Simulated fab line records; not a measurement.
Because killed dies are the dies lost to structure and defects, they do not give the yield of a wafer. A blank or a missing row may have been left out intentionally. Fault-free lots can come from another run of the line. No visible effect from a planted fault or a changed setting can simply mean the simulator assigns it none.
fab line records + flow nandHarc
record
- lots=6
- wafers=18
- lastDay=25
route steps=1159 shown A_ONON_D1@428 END@1159
lots untouched by any fault: they come from a run of this same line in which no faults occurred
startH: hours from the record's first day to the start of the lot's first wafer shown + waitH: how many hours have passed since the lot's step before this one + " as in the row above + L1.1+2: a row that stands for several wafers + - no value, or no start given + * or withheld: withheld + < > ~ a bound
route shown NAME@n: NAME is a module with steps in the file, n the number in the route of the first one + usual: mean/standard deviation of fault-free wafers + same: alike in all rows + chamber/n: place in a boat + sites: the reading at each site + _std_site: how widely they spread, as a standard deviation + _edge_site: the outer-site mean with the inner-site mean subtracted + radiusMm: how far each site lies from the wafer's centre + mask NAME#n: copy n + behind: tool/chamber where the wafer was last shaped + hold: cause of the lot's hold/its duration in hours/its outcome + device: transistor that didn't switch, given as n, p or np + end of line: at the end of the route, the tests of the same wafers + for a step that has no rows: nothing shown but its recipe + killed: at the first sort, the dies lost to defects and structure; wafer yield is something else + map: the dies of a wafer, with x for killed, . for not killed, _ for no die there
set.NAME: the run value of the setting; set.NAME@STEP: its run value at that earlier step + model.NAME: the simulator's own value behind a step, which no gauge read
a table for each step, a row for each wafer; lots at some steps of the route
services: when a tool's chamber went out of use (startH, in hours from the record's first day, below 0 if earlier), for how many hours, and the reason
## steps
# step NHARC_A_ONON_D1_DEP_06
# recipe
- targetThkA=10000
- n2FlowSccm=2750
- n2oFlowSccm=2000
- nh3FlowSccm=500
- sih4FlowSccm=210
- tempC=400
# step NHARC_A_ONON_D1_THK_MEAS_08
# recipe
- thkMeasGauge=ellipsometry
# usual
- thkNm=998/9.4
| lot.wafer | tool         | chamber | startH | waitH | thkNm |
|-----------|--------------|---------|--------|-------|-------|
| L778.2    | filmMetro-02 | -       | 196.50 | -     | 1001  |
| L778.3    | "            | -       | "      | "     | 999   |
| L778.4    | "            | -       | "      | "     | 999   |
| L784.1    | filmMetro-01 | -       | 235.44 | -     | 1000  |
| L784.4    | "            | -       | "      | "     | 1000  |
| L784.5    | "            | -       | "      | "     | 1000  |
| L788.2    | filmMetro-02 | -       | 254.04 | -     | 993   |
| L788.5    | "            | -       | "      | "     | 995   |
| L788.6    | "            | -       | "      | "     | 994   |
| L789.1    | filmMetro-01 | -       | 260.06 | -     | 999   |
| L789.2    | "            | -       | "      | "     | 1000  |
| L789.4    | "            | -       | "      | "     | 1000  |
| L791.1    | filmMetro-02 | -       | 264.45 | -     | 1002  |
| L791.2    | "            | -       | "      | "     | 1002  |
| L791.5    | "            | -       | "      | "     | 1003  |
| L795.3    | filmMetro-01 | -       | 298.39 | -     | 1004  |
| L795.5    | "            | -       | "      | "     | 1006  |
| L795.6    | "            | -       | "      | "     | 1005  |
# step NHARC_A_ONON_D1_DEP_09
# recipe
- targetThkA=10000
- n2FlowSccm=2750
- n2oFlowSccm=2000
- nh3FlowSccm=500
- sih4FlowSccm=210
- tempC=400
# step NHARC_A_ONON_D1_THK_MEAS_11
# recipe
- thkMeasGauge=ellipsometry
# usual
- thkNm=999/11
| lot.wafer | tool         | chamber | startH | waitH | thkNm |
|-----------|--------------|---------|--------|-------|-------|
| L778.2    | filmMetro-02 | -       | 197.07 | -     | 1005  |
| L778.3    | "            | -       | "      | "     | 1006  |
| L778.4    | "            | -       | "      | "     | 1005  |
| L784.1    | filmMetro-01 | -       | 236.02 | -     | 1006  |
| L784.4    | "            | -       | "      | "     | 1007  |
| L784.5    | "            | -       | "      | "     | 1008  |
| L788.2    | filmMetro-02 | -       | 254.61 | -     | 992   |
| L788.5    | "            | -       | "      | "     | 993   |
| L788.6    | "            | -       | "      | "     | 992   |
| L789.1    | filmMetro-02 | -       | 260.62 | -     | 992   |
| L789.2    | "            | -       | "      | "     | 993   |
| L789.4    | "            | -       | "      | "     | 993   |
| L791.1    | filmMetro-01 | -       | 265.01 | -     | 1010  |
| L791.2    | "            | -       | "      | "     | 1009  |
| L791.5    | "            | -       | "      | "     | 1009  |
| L795.3    | filmMetro-01 | -       | 298.96 | -     | 998   |
| L795.5    | "            | -       | "      | "     | 996   |
| L795.6    | "            | -       | "      | "     | 997   |
# step NHARC_A_ONON_D1_DEP_12
# recipe
- targetThkA=10000
- n2FlowSccm=2750
- n2oFlowSccm=2000
- nh3FlowSccm=500
- sih4FlowSccm=210
- tempC=400
# step NHARC_A_ONON_D1_THK_MEAS_14
# recipe
- thkMeasGauge=ellipsometry
# usual
- thkNm=998/11
| lot.wafer | tool         | chamber | startH | waitH | thkNm |
|-----------|--------------|---------|--------|-------|-------|
| L778.2    | filmMetro-02 | -       | 197.63 | -     | 992   |
| L778.3    | "            | -       | "      | "     | 993   |
| L778.4    | "            | -       | "      | "     | 994   |
| L784.1    | filmMetro-02 | -       | 236.58 | -     | 974   |
| L784.4    | "            | -       | "      | "     | 975   |
| L784.5    | "            | -       | "      | "     | 977   |
| L788.2    | filmMetro-01 | -       | 255.18 | -     | 997   |
| L788.5    | "            | -       | "      | "     | 997   |
| L788.6    | "            | -       | "      | "     | 995   |
| L789.1    | filmMetro-01 | -       | 261.19 | -     | 997   |
| L789.2    | "            | -       | "      | "     | 997   |
| L789.4    | "            | -       | "      | "     | 997   |
| L791.1    | filmMetro-02 | -       | 265.59 | -     | 1012  |
| L791.2    | "            | -       | "      | "     | 1012  |
| L791.5    | "            | -       | "      | "     | 1010  |
| L795.3    | filmMetro-01 | -       | 299.52 | -     | 1003  |
| L795.5    | "            | -       | "      | "     | 1004  |
| L795.6    | "            | -       | "      | "     | 1004  |
# step NHARC_A_ONON_D1_ANNEAL_15
# recipe
- tempC=750
- timeS=3600
# step NHARC_A_ONON_D1_DEP_16
# recipe
- targetThkA=10000
- n2FlowSccm=2750
- n2oFlowSccm=2000
- nh3FlowSccm=500
- sih4FlowSccm=210
- tempC=400
# step NHARC_A_ONON_D1_THK_MEAS_18
# recipe
- thkMeasGauge=ellipsometry
# usual
- thkNm=1004/7.5
| lot.wafer | tool         | chamber | startH | waitH | thkNm |
|-----------|--------------|---------|--------|-------|-------|
| L778.2    | filmMetro-01 | -       | 204.80 | -     | 1006  |
| L778.3    | "            | -       | "      | "     | 1005  |
| L778.4    | "            | -       | "      | "     | 1004  |
| L784.1    | filmMetro-02 | -       | 244.04 | -     | 997   |
| L784.4    | "            | -       | "      | "     | 997   |
| L784.5    | "            | -       | "      | "     | 998   |
| L788.2    | filmMetro-01 | -       | 264.65 | -     | 1005  |
| L788.5    | "            | -       | "      | "     | 1007  |
| L788.6    | "            | -       | "      | "     | 1005  |
| L789.1    | filmMetro-02 | -       | 268.30 | -     | 1014  |
| L789.2    | "            | -       | "      | "     | 1015  |
| L789.4    | "            | -       | "      | "     | 1015  |
| L791.1    | filmMetro-02 | -       | 272.69 | -     | 990   |
| L791.2    | "            | -       | "      | "     | 989   |
| L791.5    | "            | -       | "      | "     | 989   |
| L795.3    | filmMetro-02 | -       | 309.08 | -     | 1012  |
| L795.5    | "            | -       | "      | "     | 1011  |
| L795.6    | "            | -       | "      | "     | 1012  |
# step NHARC_A_ONON_D1_DEP_19
# recipe
- targetThkA=10000
- n2FlowSccm=2750
- n2oFlowSccm=2000
- nh3FlowSccm=500
- sih4FlowSccm=210
- tempC=400
# step NHARC_A_ONON_D1_THK_MEAS_21
# recipe
- thkMeasGauge=ellipsometry
# usual
- thkNm=1002/7.7
| lot.wafer | tool         | chamber | startH | waitH | thkNm |
|-----------|--------------|---------|--------|-------|-------|
| L778.2    | filmMetro-02 | -       | 205.37 | -     | 1007  |
| L778.3    | "            | -       | "      | "     | 1007  |
| L778.4    | "            | -       | "      | "     | 1008  |
| L784.1    | filmMetro-01 | -       | 244.61 | -     | 994   |
| L784.4    | "            | -       | "      | "     | 991   |
| L784.5    | "            | -       | "      | "     | 995   |
| L788.2    | filmMetro-02 | -       | 265.21 | -     | 1002  |
| L788.5    | "            | -       | "      | "     | 1006  |
| L788.6    | "            | -       | "      | "     | 1005  |
| L789.1    | filmMetro-02 | -       | 268.88 | -     | 987   |
| L789.2    | "            | -       | "      | "     | 984   |
| L789.4    | "            | -       | "      | "     | 986   |
| L791.1    | filmMetro-02 | -       | 273.26 | -     | 995   |
| L791.2    | "            | -       | "      | "     | 995   |
| L791.5    | "            | -       | "      | "     | 996   |
| L795.3    | filmMetro-02 | -       | 309.95 | -     | 1002  |
| L795.5    | "            | -       | "      | "     | 1000  |
| L795.6    | "            | -       | "      | "     | 999   |
# step NHARC_A_ONON_D1_DEP_22
# recipe
- targetThkA=10000
- n2FlowSccm=2750
- n2oFlowSccm=2000
- nh3FlowSccm=500
- sih4FlowSccm=210
- tempC=400
# usual
- susceptorTempC=400.04/0.23
| lot.wafer | tool         | chamber | startH | waitH | susceptorTempC |
|-----------|--------------|---------|--------|-------|----------------|
| L778.2    | pecvdOnon-03 | 0       | 205.48 | 0.1   | 400.03         |
| L778.3    | "            | 0       | "      | "     | 400.04         |
| L778.4    | "            | 0       | "      | "     | 400.28         |
| L784.1    | pecvdOnon-02 | 0       | 244.67 | 0.1   | 399.88         |
| L784.4    | "            | 0       | "      | "     | 400.04         |
| L784.5    | "            | 0       | "      | "     | 399.63         |
| L788.2    | pecvdOnon-04 | 0       | 265.33 | 0.1   | 400.14         |
| L788.5    | "            | 0       | "      | "     | 399.81         |
| L788.6    | "            | 0       | "      | "     | 400.17         |
| L789.1    | pecvdOnon-02 | 0       | 268.94 | 0.1   | 399.55         |
| L789.2    | "            | 0       | "      | "     | 400.05         |
| L789.4    | "            | 0       | "      | "     | 400.01         |
| L791.1    | pecvdOnon-02 | 0       | 273.31 | 0.1   | 400.10         |
| L791.2    | "            | 0       | "      | "     | 400.04         |
| L791.5    | "            | 0       | "      | "     | 400.03         |
| L795.3    | pecvdOnon-04 | 0       | 310.25 | 0.3   | 400.04         |
| L795.5    | "            | 0       | "      | "     | 400.11         |
| L795.6    | "            | 0       | "      | "     | 399.54         |
# step NHARC_A_ONON_D1_THK_MEAS_24
# recipe
- thkMeasGauge=ellipsometry
# usual
- thkNm=1000/8.3
| lot.wafer | tool         | chamber | startH | waitH | thkNm |
|-----------|--------------|---------|--------|-------|-------|
| L778.2    | filmMetro-01 | -       | 205.94 | -     | 1001  |
| L778.3    | "            | -       | "      | "     | 1000  |
| L778.4    | "            | -       | "      | "     | 1001  |
| L784.1    | filmMetro-02 | -       | 245.18 | -     | 988   |
| L784.4    | "            | -       | "      | "     | 992   |
| L784.5    | "            | -       | "      | "     | 989   |
| L788.2    | filmMetro-02 | -       | 265.78 | -     | 1008  |
| L788.5    | "            | -       | "      | "     | 1008  |
| L788.6    | "            | -       | "      | "     | 1009  |
| L789.1    | filmMetro-01 | -       | 269.45 | -     | 1430  |
| L789.2    | "            | -       | "      | "     | 1430  |
| L789.4    | "            | -       | "      | "     | 1430  |
| L791.1    | filmMetro-02 | -       | 273.82 | -     | 1421  |
| L791.2    | "            | -       | "      | "     | 1423  |
| L791.5    | "            | -       | "      | "     | 1423  |
| L795.3    | filmMetro-02 | -       | 310.64 | -     | 991   |
| L795.5    | "            | -       | "      | "     | 993   |
| L795.6    | "            | -       | "      | "     | 992   |
# step NHARC_A_ONON_D1_DEP_25
# recipe
- targetThkA=10000
- n2FlowSccm=2750
- n2oFlowSccm=2000
- nh3FlowSccm=500
- sih4FlowSccm=210
- tempC=400
# step NHARC_END_SORT_01
# recipe
- tempC=25
# usual
- killedAtArray=26/9.7
- killedAtOther=1.0/1.2
- killedAtPeriphery=3.9/2.6
- killedDies=31/9.7
- killedOpen=3.2/1.8
- killedShort=2.0/1.3
# same
- grossDies=677
| lot.wafer | tool      | chamber | startH | waitH | killedAtArray | killedAtOther | killedAtPeriphery | killedDies | killedOpen | killedShort |
|-----------|-----------|---------|--------|-------|---------------|---------------|-------------------|------------|------------|-------------|
| L784.1    | prober-02 | 0       | 507.63 | 2.5   | 17            | 1             | 3                 | 21         | 4          | 5           |
| L784.4    | prober-02 | 0       | 510.00 | 3.4   | 14            | 1             | 6                 | 21         | 3          | 3           |
| L784.5    | prober-02 | 0       | 510.79 | 3.7   | 14            | 2             | 2                 | 18         | 2          | 1           |
| L789.1    | prober-01 | 0       | 542.17 | 2.5   | 674           | 0             | 3                 | 677        | 3          | 0           |
| L789.2    | prober-01 | 0       | 542.97 | 2.8   | 670           | 1             | 6                 | 677        | 5          | 4           |
| L789.4    | prober-01 | 0       | 544.55 | 3.4   | 671           | 0             | 6                 | 677        | 4          | 2           |
| L791.1    | prober-02 | 0       | 550.06 | 2.5   | 669           | 0             | 8                 | 677        | 2          | 5           |
| L791.2    | prober-02 | 0       | 550.85 | 2.8   | 673           | 1             | 3                 | 677        | 2          | 3           |
| L791.5    | prober-02 | 0       | 553.25 | 3.7   | 672           | 0             | 5                 | 677        | 1          | 1           |
| L795.3    | prober-02 | 0       | 588.91 | 3.1   | 34            | 3             | 8                 | 45         | 2          | 1           |
| L795.5    | prober-02 | 0       | 590.54 | 3.8   | 35            | 3             | 8                 | 46         | 5          | 3           |
| L795.6    | prober-02 | 0       | 591.35 | 4.1   | 31            | 3             | 7                 | 41         | 2          | 2           |
# killed by level:class
L784.1 A_CHANNEL_HOLE_D1:chamberFilmFlake=4 A_CONTACT:chamberFilmFlake=3 A_CONTACT:geometricParticle:open=2 A_CHANNEL_FILL_D1:chamberFilmFlake=2 P_STI:geometricParticle:short=1 P_M1:geometricParticle:open=1 A_ONON_D1:geometricParticle:short=1 A_CHANNEL_HOLE_D1:geometricParticle:short=1
L784.4 A_CHANNEL_HOLE_D1:chamberFilmFlake=4 A_CONTACT:chamberFilmFlake=4 P_CONTACT:chamberFilmFlake=2 P_M1:chamberFilmFlake=2 P_STI:geometricParticle:open=1 A_ONON_D1:geometricParticle:open=1 A_CHANNEL_HOLE_D1:geometricParticle:open=1 A_CHANNEL_FILL_D1:geometricParticle:short=1
L784.5 A_CHANNEL_HOLE_D1:chamberFilmFlake=5 A_CONTACT:chamberFilmFlake=3 A_CHANNEL_FILL_D1:chamberFilmFlake=2 HYBRID_BOND:chamberFilmFlake=2 A_ONON_D1:geometricParticle:open=1 A_CHANNEL_FILL_D1:geometricParticle:short=1 A_CONTACT:geometricParticle:open=1 P_STI:chamberFilmFlake=1
L789.1 A_ONON_D1:areaDep=637 A_CHANNEL_HOLE_D1:chamberFilmFlake=18 A_SLIT:chamberFilmFlake=15 P_M2:chamberFilmFlake=2 P_STI:geometricParticle:open=1 A_CHANNEL_FILL_D1:geometricParticle:open=1 A_BLC:geometricParticle:open=1 A_WL_FILL:chamberFilmFlake=1
L789.2 A_ONON_D1:areaDep=627 A_CHANNEL_HOLE_D1:chamberFilmFlake=19 A_SLIT:chamberFilmFlake=15 P_M2:chamberFilmFlake=3 A_WL_FILL:geometricParticle:short=2 A_STAIRCASE:chamberFilmFlake=2 P_M0:geometricParticle:open=1 P_M0:geometricParticle:short=1
L789.4 A_ONON_D1:areaDep=622 A_SLIT:chamberFilmFlake=24 A_CHANNEL_HOLE_D1:chamberFilmFlake=17 P_M2:chamberFilmFlake=3 A_BLC:geometricParticle:open=2 P_ZERO_WELL:chamberFilmFlake=2 A_SOURCE_PLATE:geometricParticle:short=1 A_ONON_D1:geometricParticle:open=1
L791.1 A_ONON_D1:areaDep=647 A_CHANNEL_HOLE_D1:chamberFilmFlake=7 A_CONTACT:chamberFilmFlake=6 P_GATE:chamberFilmFlake=4 A_M1:chamberFilmFlake=4 A_WL_FILL:geometricParticle:short=2 P_CONTACT:geometricParticle:short=1 P_M1:geometricParticle:open=1
L791.2 A_ONON_D1:areaDep=653 A_CHANNEL_HOLE_D1:chamberFilmFlake=6 A_CONTACT:chamberFilmFlake=5 P_GATE:chamberFilmFlake=3 A_M1:chamberFilmFlake=3 A_STAIRCASE:chamberFilmFlake=2 A_STAIRCASE:geometricParticle:open=1 A_WL_FILL:geometricParticle:short=1
L791.5 A_ONON_D1:areaDep=656 A_CONTACT:chamberFilmFlake=6 A_CHANNEL_HOLE_D1:chamberFilmFlake=4 P_GATE:chamberFilmFlake=4 P_M0:geometricParticle:short=1 A_CONTACT:geometricParticle:open=1 A_CHANNEL_FILL_D1:chamberFilmFlake=1 A_STAIRCASE:chamberFilmFlake=1
L795.3 A_SLIT:chamberFilmFlake=17 A_CHANNEL_HOLE_D1:chamberFilmFlake=8 P_STI:chamberFilmFlake=3 P_M0:chamberFilmFlake=3 A_CHANNEL_FILL_D1:chamberFilmFlake=3 A_CONTACT:chamberFilmFlake=3 THIN_TSV:chamberFilmFlake=2 P_M1:geometricParticle:open=1
L795.5 A_SLIT:chamberFilmFlake=20 A_CHANNEL_HOLE_D1:chamberFilmFlake=5 A_CONTACT:chamberFilmFlake=4 THIN_TSV:chamberFilmFlake=3 P_M0:geometricParticle:open=2 P_ZERO_WELL:chamberFilmFlake=2 P_CONTACT:geometricParticle:open=1 A_SOURCE_PLATE:geometricParticle:short=1
L795.6 A_SLIT:chamberFilmFlake=11 A_CHANNEL_HOLE_D1:chamberFilmFlake=9 A_STAIRCASE:chamberFilmFlake=4 A_CONTACT:chamberFilmFlake=4 P_GATE:chamberFilmFlake=3 THIN_TSV:chamberFilmFlake=3 A_ONON_D1:geometricParticle:short=2 P_ZERO_WELL:chamberFilmFlake=2
# map L789.1 (x killed, . not)
____________x____________
_________xxxxxxx_________
_______xxxxxxxxxxx_______
______xxxxxxxxxxxxx______
_____xxxxxxxxxxxxxxx_____
____xxxxxxxxxxxxxxxxx____
____xxxxxxxxxxxxxxxxx____
___xxxxxxxxxxxxxxxxxxx___
___xxxxxxxxxxxxxxxxxxx___
__xxxxxxxxxxxxxxxxxxxxx__
__xxxxxxxxxxxxxxxxxxxxx__
_xxxxxxxxxxxxxxxxxxxxxxx_
_xxxxxxxxxxxxxxxxxxxxxxx_
_xxxxxxxxxxxxxxxxxxxxxxx_
_xxxxxxxxxxxxxxxxxxxxxxx_
_xxxxxxxxxxxxxxxxxxxxxxx_
xxxxxxxxxxxxxxxxxxxxxxxxx
xxxxxxxxxxxxxxxxxxxxxxxxx
xxxxxxxxxxxxxxxxxxxxxxxxx
xxxxxxxxxxxxxxxxxxxxxxxxx
xxxxxxxxxxxxxxxxxxxxxxxxx
_xxxxxxxxxxxxxxxxxxxxxxx_
_xxxxxxxxxxxxxxxxxxxxxxx_
_xxxxxxxxxxxxxxxxxxxxxxx_
_xxxxxxxxxxxxxxxxxxxxxxx_
_xxxxxxxxxxxxxxxxxxxxxxx_
__xxxxxxxxxxxxxxxxxxxxx__
__xxxxxxxxxxxxxxxxxxxxx__
___xxxxxxxxxxxxxxxxxxx___
___xxxxxxxxxxxxxxxxxxx___
____xxxxxxxxxxxxxxxxx____
____xxxxxxxxxxxxxxxxx____
_____xxxxxxxxxxxxxxx_____
______xxxxxxxxxxxxx______
_______xxxxxxxxxxx_______
_________xxxxxxx_________
____________x____________
# map L791.1 (x killed, . not)
____________x____________
_________xxxxxxx_________
_______xxxxxxxxxxx_______
______xxxxxxxxxxxxx______
_____xxxxxxxxxxxxxxx_____
____xxxxxxxxxxxxxxxxx____
____xxxxxxxxxxxxxxxxx____
___xxxxxxxxxxxxxxxxxxx___
___xxxxxxxxxxxxxxxxxxx___
__xxxxxxxxxxxxxxxxxxxxx__
__xxxxxxxxxxxxxxxxxxxxx__
_xxxxxxxxxxxxxxxxxxxxxxx_
_xxxxxxxxxxxxxxxxxxxxxxx_
_xxxxxxxxxxxxxxxxxxxxxxx_
_xxxxxxxxxxxxxxxxxxxxxxx_
_xxxxxxxxxxxxxxxxxxxxxxx_
xxxxxxxxxxxxxxxxxxxxxxxxx
xxxxxxxxxxxxxxxxxxxxxxxxx
xxxxxxxxxxxxxxxxxxxxxxxxx
xxxxxxxxxxxxxxxxxxxxxxxxx
xxxxxxxxxxxxxxxxxxxxxxxxx
_xxxxxxxxxxxxxxxxxxxxxxx_
_xxxxxxxxxxxxxxxxxxxxxxx_
_xxxxxxxxxxxxxxxxxxxxxxx_
_xxxxxxxxxxxxxxxxxxxxxxx_
_xxxxxxxxxxxxxxxxxxxxxxx_
__xxxxxxxxxxxxxxxxxxxxx__
__xxxxxxxxxxxxxxxxxxxxx__
___xxxxxxxxxxxxxxxxxxx___
___xxxxxxxxxxxxxxxxxxx___
____xxxxxxxxxxxxxxxxx____
____xxxxxxxxxxxxxxxxx____
_____xxxxxxxxxxxxxxx_____
______xxxxxxxxxxxxx______
_______xxxxxxxxxxx_______
_________xxxxxxx_________
____________x____________
## services
| tool         | chamber | startH | hours | kind |
|--------------|---------|--------|-------|------|
| pecvdOnon-04 | -       | 237.00 | 13.0  | pm   |
| pecvdOnon-02 | -       | 292.00 | 13.0  | pm   |
## key
firstSign
- step=NHARC_A_ONON_D1_THK_MEAS_24
- reading=thkNm
- direction=up
- sigmas=51
- usual=1000
- struck=1426
effect
- step=NHARC_END_SORT_01
- reading=killedAtArray
- direction=up
- sigmas=67
- usual=26
- struck=672
moreKillsBornAt
- NHARC_A_ONON_D1_DEP_22@pecvdOnon-02=3842
metAt NHARC_A_ONON_D1_DEP_22
struckWafers L789.1,L789.2,L789.4,L791.1,L791.2,L791.5
laterRowsLeftOut L789.1,L789.2,L789.4,L791.1,L791.2,L791.5
testerLeftOut L789,L791
onsetBetween 244.67 268.94
fault
- kind=processParameterDrift
- tool=pecvdOnon-02
- chamber=-
- onsetH=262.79
- steps=NHARC_A_ONON_D1_DEP_22
- channel=targetThkA
- offset=*
- shape=step
- endH=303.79
- actsIn=*
- stated=*
# testerLeftOut: of these lots the tester's yield and bins aren't shown, on N5 and GAA mostly nor the transistor test; their killed dies are dies lost to structure and defects alone, not to doping, threshold or leakage, so they don't give the yield
# laterRowsLeftOut: the simulator's readings of these wafers behind a module that went badly wrong aren't trusted and aren't shown, but for the sort
